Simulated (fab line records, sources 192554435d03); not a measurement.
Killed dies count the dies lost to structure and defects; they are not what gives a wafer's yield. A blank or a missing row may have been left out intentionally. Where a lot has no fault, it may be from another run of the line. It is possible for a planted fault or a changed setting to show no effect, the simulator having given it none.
fab line records	flow n5_finfet	part 2 of 2: steps 23 to 31 of 31
record lots=5	wafers=15	last_day=17
route steps=1938 shown HKMG_FIN@385
lots untouched by any fault: they come from a run of this same line in which no faults occurred
start_h: the number of hours between the record's first day and the start of the first shown wafer of the lot	wait_h: hours since the lot's step before	" repeats the value in the row above	L1.1+2: one row covering several wafers at once	- no value present, or no start provided	* or withheld: withheld	< > ~ a bound
route shown NAME@n: NAME is a module with steps in the file, n the number in the route of the first one	usual: mean/standard deviation taken from wafers without a fault	same: alike in all rows	chamber/n: place in a boat	sites: each site's reading	_std_site: standard deviation of those values	_edge_site: the outer-site mean with the inner-site mean subtracted	radius_mm: for every site, how far away it sits from the centre of the wafer	mask NAME#n: copy n	behind: tool/chamber where the wafer was last shaped	hold: the reason the lot was held/the length of the hold in hours/how it ended	device: the transistor (n, p or np) that didn't switch	end of line: the tests these same wafers got at the end of their route	for a step that has no rows: nothing shown but its recipe	killed: dies that structure and defects cost at the first sort, which is not the same as the wafer's yield	map: a wafer's dies, x killed, . not, _ none there
set.NAME: the setting that was run; set.NAME@STEP: the one run at that earlier step	model.NAME: the simulator's own value behind a step, which no gauge read
lots at some steps of the route; a table a step, a row a wafer
services: when a tool's chamber went out of use (start_h, in hours from the record's first day, below 0 if earlier), for how many hours, and the reason
## steps
# step N5_HKMG_FIN_STRIP_93
# recipe chemistry=N2/H2	material=SOC	time_s=20	power_w=500	temp_c=40	pressure_mtorr=50	rf_frequency_hz=6e+07	bias_power_w=8	h2_frac=0.5	n2_flow_sccm=300	h2_flow_sccm=300
# usual drypump_motor_current_A=5.7/0.39	oes_product_au=0.78/0.083	rf_vpp_V=54.2/0.86	showerhead_plenum_p_Torr=3.36/0.1	throttle_valve_pct=19.11/0.21
# same time_s=20
lot.wafer	tool	chamber	start_h	wait_h	drypump_motor_current_A	oes_product_au	rf_hours_counter_h	rf_vpp_V	showerhead_plenum_p_Torr	throttle_valve_pct
L074.1	rie_diel-02	1	73.23	0.2	5.6	0.76	167	55.2	3.49	19.10
L074.5	"	1	"	"	5.5	0.76	-	54.2	3.49	19.10
L074.6	"	0	"	"	5.3	0.97	-	54.8	3.44	19.08
L078.2	rie_diel-04	1	99.07	0.2	5.4	0.96	26	54.9	3.42	19.26
L078.4	"	2	"	"	6.4	0.75	156	54.5	3.24	18.85
L078.5	"	3	"	"	5.7	0.74	-	53.0	3.34	19.31
L088.3	rie_diel-04	3	157.17	0.2	5.6	0.73	191	55.1	3.33	19.32
L088.5	"	1	"	"	5.5	0.90	-	53.0	3.41	19.28
L088.6	"	0	"	"	6.2	0.78	-	53.6	3.24	18.62
L089.2	rie_diel-06	3	166.17	0.2	5.9	0.68	244	54.1	3.31	19.31
L089.3	"	0	"	"	6.0	0.68	273	54.8	3.41	19.22
L089.5	"	2	"	"	5.3	0.74	-	52.2	3.19	19.33
L097.1	rie_diel-04	1	209.82	0.2	5.4	0.88	66	55.0	3.40	19.32
L097.4	"	1	"	"	5.4	0.88	-	54.0	3.40	19.32
L097.5	"	3	"	"	5.7	0.71	-	54.1	3.32	19.35
# step N5_HKMG_FIN_WET_ETCH_76
# recipe chemistry=dNH4OH	mix=1:50	temp_c=25	target=Al2O3	stop_on=La2O3	target_depth_nm=2.25	dry=ipa_marangoni	rinse_time_s=30	rinse_temp_c=23
lot.wafer	tool	chamber	start_h	wait_h
L074.1+5+6	wet_bench-02	1,7,3	73.31	0.1
L078.2+4+5	wet_bench-06	3,7,2	99.16	0.1
L088.3+5+6	wet_bench-06	7,1,0	157.26	0.1
L089.2+3+5	wet_bench-03	4,0,2	166.25	0.1
L097.1+4+5	wet_bench-03	3,4,6	209.90	0.1
# step N5_HKMG_FIN_STRIP_60
# recipe chemistry=N2/H2	power_w=2500	temp_c=300	h2_frac=0.65	time_s=360	pressure_mtorr=withheld	n2_flow_sccm=1750	h2_flow_sccm=3250
# usual drypump_motor_current_A=6.2/0.44	heater_power_w=487/37
# same time_s=360
lot.wafer	tool	chamber	start_h	wait_h	drypump_motor_current_A	heater_power_w	rf_hours_counter_h
L074.1	plasma_asher-02	1	73.38	0.0	5.3	446	98
L074.5	"	0	"	"	6.2	457	-
L074.6	"	1	"	"	5.4	450	-
L078.2	plasma_asher-01	1	99.23	0.0	6.6	466	38
L078.4	"	0	"	"	6.3	527	-
L078.5	"	0	"	"	6.3	557	-
L088.3	plasma_asher-02	0	157.44	0.1	6.2	466	-
L088.5	"	1	"	"	5.4	454	-
L088.6	"	0	"	"	6.3	465	-
L089.2	plasma_asher-01	1	166.32	0.0	6.6	483	52
L089.3	"	1	"	"	6.6	474	-
L089.5	"	0	"	"	6.3	554	-
L097.1	plasma_asher-02	0	209.97	0.0	6.3	476	126
L097.4	"	1	"	"	5.4	445	-
L097.5	"	1	"	"	5.4	455	-
# step N5_HKMG_FIN_WET_ETCH_77
# recipe chemistry=dHCl	mix=1:10000	temp_c=25	target=La2O3	stop_on=HfO2	target_depth_nm=2
lot.wafer	tool	chamber	start_h	wait_h
L074.1+5+6	wet_bench-02	1,0,7	73.77	0.3
L078.2+4+5	wet_bench-06	1,6,4	99.62	0.3
L088.3+5+6	wet_bench-06	7,1,2	157.71	0.1
L089.2+3+5	wet_bench-03	5,2,4	166.70	0.3
L097.1+4+5	wet_bench-03	3,4,1	210.36	0.3
# step N5_HKMG_FIN_WET_ETCH_78
# recipe chemistry=dNH4OH	mix=1:50	temp_c=25	target=Al2O3	stop_on=La2O3	target_depth_nm=4.5	dry=ipa_marangoni	rinse_time_s=30	rinse_temp_c=23
lot.wafer	tool	chamber	start_h	wait_h
L074.1+5+6	wet_bench-02	1,0,7	73.80	0.0
L078.2+4+5	wet_bench-06	1,6,4	99.65	0.0
L088.3+5+6	wet_bench-06	7,1,2	157.74	0.0
L089.2+3+5	wet_bench-03	5,2,4	166.73	0.0
L097.1+4+5	wet_bench-03	3,4,1	210.39	0.0
# step N5_HKMG_FIN_ALD_79
# recipe material=TiN	target_thk_a=15	temp_c=400	ald_precursor_family=TiCl4	ald_co_reactant=NH3	pulse_time_s=1	purge_time_s=3	co_reactant_purge_time_s=2	co_reactant_pulse_time_s=2	ald_cycles=68	pressure_torr=3
# usual chamber_pressure_Torr=2.999/0.0066	heater_power_w=881/68	precursor_pulse_height_rel=0.999/0.021	susceptor_temp_C=400.00/0.23
lot.wafer	tool	chamber	start_h	wait_h	chamber_pressure_Torr	heater_power_w	precursor_pulse_height_rel	susceptor_temp_C
L074.1	ald_metal-03	2	73.88	0.0	2.997	865	1.009	400.06
L074.5	"	0	"	"	2.999	902	0.993	399.73
L074.6	"	3	"	"	2.998	857	0.996	399.82
L078.2	ald_metal-03	3	99.72	0.0	3.006	841	1.008	400.08
L078.4	"	0	"	"	3.002	911	0.992	399.96
L078.5	"	0	"	"	3.007	901	0.982	399.84
L088.3	ald_metal-03	2	157.81	0.0	2.996	863	1.031	400.17
L088.5	"	3	"	"	3.000	840	1.005	399.99
L088.6	"	0	"	"	3.002	917	1.016	400.02
L089.2	ald_metal-03	1	166.80	0.0	2.986	956	1.015	400.39
L089.3	"	0	"	"	2.997	900	0.980	399.90
L089.5	"	1	"	"	2.996	943	0.984	400.43
L097.1	ald_metal-03	2	210.46	0.0	3.003	829	0.985	399.89
L097.4	"	0	"	"	3.002	909	0.993	399.92
L097.5	"	2	"	"	3.005	875	0.995	400.19
# step N5_HKMG_FIN_CVD_62
# recipe material=a-Si	target_thk_a=30	temp_c=500	precursor=Si2H6	pressure_torr=1	time_s=20.8
# usual chamber_pressure_Torr=1.0001/0.0022	heater_power_w=1471/140	susceptor_temp_C=500.03/0.27
# same time_s=20.8
lot.wafer	tool	chamber	start_h	wait_h	chamber_pressure_Torr	heater_power_w	susceptor_temp_C
L074.1	thermal_cvd_si-02	2	74.24	0.2	0.9985	1581	500.10
L074.5	"	1	"	"	1.0011	1613	499.89
L074.6	"	2	"	"	0.9981	1632	500.13
L078.2	thermal_cvd_si-02	0	100.08	0.2	0.9970	1342	500.06
L078.4	"	0	"	"	0.9988	1360	499.75
L078.5	"	1	"	"	0.9988	1597	500.29
L088.3	thermal_cvd_si-02	1	158.17	0.2	1.0022	1599	500.44
L088.5	"	1	"	"	1.0008	1632	500.43
L088.6	"	0	"	"	1.0020	1374	500.51
L089.2	thermal_cvd_si-02	1	167.17	0.2	0.9969	1623	500.09
L089.3	"	0	"	"	0.9990	1367	499.58
L089.5	"	0	"	"	1.0016	1385	499.81
L097.1	thermal_cvd_si-01	0	210.82	0.2	0.9988	1606	499.92
L097.4	"	2	"	"	0.9990	1301	500.24
L097.5	"	2	"	"	1.0006	1337	499.93
# step N5_HKMG_FIN_RTA_80
# recipe temp_c=withheld	time_s=2	ambient=N2	idle_temp_c=600	ramp_up_c_per_s=150	ramp_down_c_per_s=60	cool_to_c=600
# same time_s=2
lot.wafer	tool	chamber	start_h	wait_h
L074.1+5+6	rtp_anneal-02	0	74.55	0.3
L078.2+4+5	rtp_anneal-01	0	100.25	0.1
L088.3+5+6	rtp_anneal-02	0	158.35	0.1
L089.2+3+5	rtp_anneal-02	0	167.32	0.1
L097.1+4+5	rtp_anneal-01	0	211.08	0.2
# step N5_HKMG_FIN_PRECLEAN_64
# recipe chemistry=dHF	time_s=30	temp_c=25	dilution=withheld
# same time_s=30
lot.wafer	tool	chamber	start_h	wait_h
L074.1+5+6	wet_bench-03	1,6,2	74.70	0.1
L078.2+4+5	wet_bench-06	1,5,2	100.38	0.1
L088.3+5+6	wet_bench-03	0,5,2	158.45	0.1
L089.2+3+5	wet_bench-02	5,4,0	167.45	0.1
L097.1+4+5	wet_bench-03	6,7,1	211.35	0.2
## services
tool	chamber	start_h	hours	kind
rie_diel-02	3	55.90	7.6	repair
arfi_scanner-02	-	60.58	1.0	pm
arfi_scanner-02	-	75.34	1.0	pm
rie_diel-02	0	75.70	2.6	repair
rtp_anneal-02	-	78.63	5.4	pm
ald_metal-03	-	81.16	8.7	pm
arfi_scanner-02	-	81.55	0.8	repair
rie_diel-06	2	87.77	25.7	repair
rie_diel-06	1	88.98	2.9	repair
rie_diel-02	3	89.46	1.7	repair
thermal_cvd_si-02	-	89.96	1.9	repair
rie_diel-06	1	102.88	93.9	repair
ald_metal-03	-	107.55	2.7	repair
rie_diel-04	3	109.30	9.0	repair
wet_bench-02	-	130.13	4.9	repair
wet_bench-06	-	131.07	1.0	repair
ald_hk-03	-	161.43	8.7	pm
rie_diel-02	1	162.23	15.8	repair
thermal_cvd_si-02	-	178.94	0.9	repair
rie_diel-02	-	192.75	0.2	repair
ald_metal-03	2	196.11	14.1	repair
thermal_cvd_si-02	-	204.11	14.6	pm
rie_diel-04	0	208.52	8.1	repair
ald_hk-01	-	211.28	1.3	repair
